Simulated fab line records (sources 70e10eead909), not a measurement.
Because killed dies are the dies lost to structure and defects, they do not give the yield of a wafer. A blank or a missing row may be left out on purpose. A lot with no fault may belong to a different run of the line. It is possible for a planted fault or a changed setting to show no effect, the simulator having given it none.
Chamber matching	flow nand_harc	rie_diel-11 running NHARC_P_M1_ETCH_35: 4 sister chambers
The step etches the open film in N2/H2, target depth 40 nm, overetch 12 nm, time 43.94 s. 14 wafers are shown with their chamber, then 7 later ones without.

## WAFERS, EACH WITH ITS CHAMBER
wafer	chamber	showerhead_plenum_p_Torr (Torr)	rf_vpp_V (V)	oes_product_au (a.u.)
L224.1	0	2.09	434.0	1.016
L224.3	1	1.91	426.5	1.012
L224.5	1	1.91	427.7	1.009
L226.2	0	2.09	431.1	1.013
L226.4	1	1.91	428.0	1.005
L226.6	1	1.91	428.4	1.005
L229.3	3	1.99	430.2	0.980
L229.5	2	2.06	431.5	1.006
L229.6	3	1.99	428.7	0.985
L230.1	1	1.90	426.3	1.000
L230.2	3	1.99	429.7	0.987
L230.3	0	2.09	432.0	1.012
L238.1	3	1.99	428.7	1.001
L238.4	2	2.05	431.4	0.990

SIGNATURES (means of the wafers above)
reading	chamber 0	chamber 1	chamber 2	chamber 3	scatter within a chamber
showerhead_plenum_p_Torr	2.0900	1.9080	2.0550	1.9900	0.00361
rf_vpp_V	432.367	427.380	431.450	429.325	0.978
oes_product_au	1.01367	1.00620	0.99800	0.98825	0.0068
Rule: a wafer's distance from a chamber is the root of the sum, over the readings, of the square of ((its reading less the chamber's mean) divided by the reading's scatter). The wafer belongs to the nearest chamber; if the next one is less than 2 further off, it can't be placed. The scatter is the square root of a quotient: the sum, over the shown wafers, of each reading's squared deviation from its chamber's mean, divided by wafers minus chambers.

## WAFERS WHOSE CHAMBER IS MISSING
wafer	showerhead_plenum_p_Torr (Torr)	rf_vpp_V (V)	oes_product_au (a.u.)
L238.5	2.05	431.9	1.005
L239.2	2.05	430.8	0.992
L239.4	1.90	427.7	1.015
L239.5	1.90	427.7	1.014
L242.1	2.09	430.9	1.023
L242.2	1.99	430.7	0.999
L242.3	1.90	427.5	1.010

## CHAMBER TAKEN BY EACH
wafer	from the rows above	in truth
L238.5	2	2
L239.2	2	2
L239.4	1	1
L239.5	1	1
L242.1	0	0
L242.2	3	3
L242.3	1	1
7 of 7 placed correctly. Can't be placed from these rows: 0. Wrongly placed: 0.
